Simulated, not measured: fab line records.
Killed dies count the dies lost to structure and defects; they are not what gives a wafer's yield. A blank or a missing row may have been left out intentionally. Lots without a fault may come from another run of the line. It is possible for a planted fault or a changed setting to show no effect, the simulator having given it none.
2 desks, one fault | flow nandHarc | only its own numbers are on each desk; what lay behind them is given at the end

== FROM THE METROLOGY DESK ==
What the gauges read, lot by lot, whatever tool the lot ran on: means of the sampled wafers that have a number. Any lot whose mean is over 4 standard deviations away from the usual mean is out of limits and marked OUT; that distance is given in the brackets.
Columns: A = cdNm at NHARC_A_BONDPAD_CD_MEAS_13, usual 498.9 nm; B = overlayXNm at NHARC_HYBRID_BOND_OVL_MEAS_05, usual 2 nm; C = overlayYNm at NHARC_HYBRID_BOND_OVL_MEAS_05, usual 0 nm
lot  | first seen here | A     | B   | C
L544 | day 18 06:53    | 501.5 | -11 | 13
L547 | day 18 07:04    | 496.5 | 12  | 1
L543 | day 18 07:28    | 501.8 | 11  | 15
L546 | day 18 08:12    | 499.0 | 5   | 40
L548 | day 19 00:49    | 497.2 | -26 | -45
L545 | day 19 03:59    | 502.6 | -10 | -30
L553 | day 19 18:07    | 501.8 | 17  | 26
L550 | day 19 20:05    | 499.2 | 21  | 23
L551 | day 20 07:20    | 496.3 | 16  | 38
L555 | day 21 15:32    | 499.1 | 10  | -14
L561 | day 22 16:40    | 499.0 | 19  | -26
L563 | day 22 22:20    | 495.8 | 12  | 6
L566 | day 23 21:46    | 500.1 | -14 | 3
Finding of this desk: none of the 13 lots has anything out of limits.

== FOR THE TOOL OWNER'S DESK: rieMetal-01 ==
The tool's own readings at NHARC_THIN_TSV_ETCH_36 (etches the open film in Cl2/BCl3, target depth 65 nm, time 18.571 s): means of the sampled wafers that have a number, for each lot that ran on this tool. Any lot whose mean is over 4 standard deviations away from the usual mean is out of limits and marked OUT; that distance is given in the brackets.
Columns: A = drypumpMotorCurrentA at NHARC_THIN_TSV_ETCH_36, usual 5.4 A; B = oesProductAu at NHARC_THIN_TSV_ETCH_36, usual 0.992 a.u.
lot  | first seen here | A   | B
L547 | day 19 06:46    | 5.8 | 0.993
L546 | day 19 09:07    | 5.8 | 0.990
L548 | day 19 22:55    | 5.7 | 0.996
L551 | day 21 07:26    | 5.7 | 1.001
L561 | day 23 18:17    | 5.8 | 0.892 (-8.3) OUT
Finding of this desk: L561 out of limits; the first was L561 at day 23 18:17, on oesProductAu at NHARC_THIN_TSV_ETCH_36. Within limits: L547, L546, L548, L551.

== TAKEN TOGETHER ==
On L561, at day 23 18:17, an alarm was possible from the tool owner's desk.
The metrology desk saw nothing out of limits.
The metrology desk has L561 on record, within its limits.
Of the lots named, all ran NHARC_THIN_TSV_ETCH_36 on rieMetal-01.

== WHAT THE SIMULATOR HAD INSERTED ==
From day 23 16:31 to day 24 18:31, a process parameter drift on rieMetal-01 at NHARC_THIN_TSV_ETCH_36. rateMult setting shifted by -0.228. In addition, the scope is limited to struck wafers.
Struck lots among those shown: L561.
Delay in hours, fault start to first out-of-limits reading, by desk: the tool owner's desk at 2.
